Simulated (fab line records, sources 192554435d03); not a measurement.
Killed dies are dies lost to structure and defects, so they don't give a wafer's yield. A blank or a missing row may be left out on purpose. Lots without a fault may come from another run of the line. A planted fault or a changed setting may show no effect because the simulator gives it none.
One fault seen from 2 desks | flow n5_finfet | each desk has only its own numbers; what lay behind them comes last

THE TOOL OWNER'S DESK: litho_track-04
The tool's own readings at N5_BEOL_M4_COAT_67 (time 60 s, resist thk 60 nm): means of the sampled wafers that have a number, for each lot that ran on this tool. A lot is out of limits, marked OUT, if its mean lies more than 4 standard deviations from the usual mean; the brackets give that distance.
Columns: A = spin_speed_rpm at N5_BEOL_M4_COAT_67, usual 1499.9 rpm
lot  | first seen here | A
L401 | day 7 05:40     | 1499.3
L404 | day 8 05:38     | 1613.8 (+99 or more) OUT
L407 | day 9 08:17     | 1614.3 (+99 or more) OUT
L417 | day 11 23:15    | 1499.4
L419 | day 12 04:25    | 1499.8
L420 | day 12 10:04    | 1499.7
This desk's finding: out of limits on L404, L407; first on L404, day 8 05:38 (spin_speed_rpm at N5_BEOL_M4_COAT_67). In limits: L401, L417, L419, L420.

THE METROLOGY DESK
What the gauges read, lot by lot, whatever tool the lot ran on: means of the sampled wafers that have a number. A lot is out of limits, marked OUT, if its mean lies more than 4 standard deviations from the usual mean; the brackets give that distance. Of its 12 readings 7 are shown: those that lie furthest out on some lot.
Columns: A = cd_nm at N5_BEOL_M4_CD_MEAS_18, usual 17.98 nm; B = DIBL_N at N5_BEOL_M4_RC_MEAS_101, usual 36.2 mV/V; C = IOFF_P at N5_BEOL_M4_RC_MEAS_101, usual 0.210 nA/um; D = ION_P at N5_BEOL_M4_RC_MEAS_101, usual 465 uA/um; E = SS_N at N5_BEOL_M4_RC_MEAS_101, usual 71.4 mV/dec; F = VT_N at N5_BEOL_M4_RC_MEAS_101, usual 249.9 mV; G = VT_P at N5_BEOL_M4_RC_MEAS_101, usual -250 mV
lot  | first seen here | A     | B    | C     | D   | E    | F     | G
L401 | day 7 03:57     | 17.76 | 36.8 | 0.206 | 464 | 71.6 | 250.5 | -251
L403 | day 7 11:41     | 17.91 | 35.7 | 0.230 | 473 | 70.9 | 247.1 | -247
L404 | day 8 03:53     | 17.63 | 34.4 | 0.189 | 464 | 70.5 | 251.4 | -251
L407 | day 9 06:04     | 17.83 | 34.7 | 0.216 | 470 | 71.1 | 250.5 | -251
L416 | day 11 10:41    | 18.20 | 36.7 | 0.264 | 475 | 71.7 | 246.4 | -246
L415 | day 11 18:36    | 18.12 | 35.3 | 0.226 | 468 | 71.3 | 249.6 | -248
L417 | day 11 21:53    | 18.64 | 35.4 | 0.177 | 452 | 71.9 | 253.3 | -255
L419 | day 12 01:04    | 18.01 | 36.1 | 0.210 | 464 | 71.4 | 251.1 | -249
L420 | day 12 07:50    | 18.16 | 35.1 | 0.213 | 469 | 71.1 | 247.6 | -248
L423 | day 13 23:38    | 18.09 | 37.0 | 0.215 | 466 | 71.4 | 247.6 | -251
This desk's finding: nothing out of limits on any of the 10 lots.

PUT TOGETHER
The tool owner's desk could have raised an alarm at day 8 05:38, on L404, L407.
The metrology desk saw nothing out of limits.
The metrology desk has L404, L407 on record, within its limits.
Of the lots named, all ran N5_BEOL_M4_COAT_67 on litho_track-04.

WHAT THE SIMULATOR HAD PUT IN
Process parameter drift: litho_track-04, from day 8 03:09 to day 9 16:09, at N5_BEOL_M4_COAT_67. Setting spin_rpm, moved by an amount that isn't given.
Lots struck among those shown: L404, L407.
Hours from the fault's start to each desk's first reading out of limits: the tool owner's desk, 2.
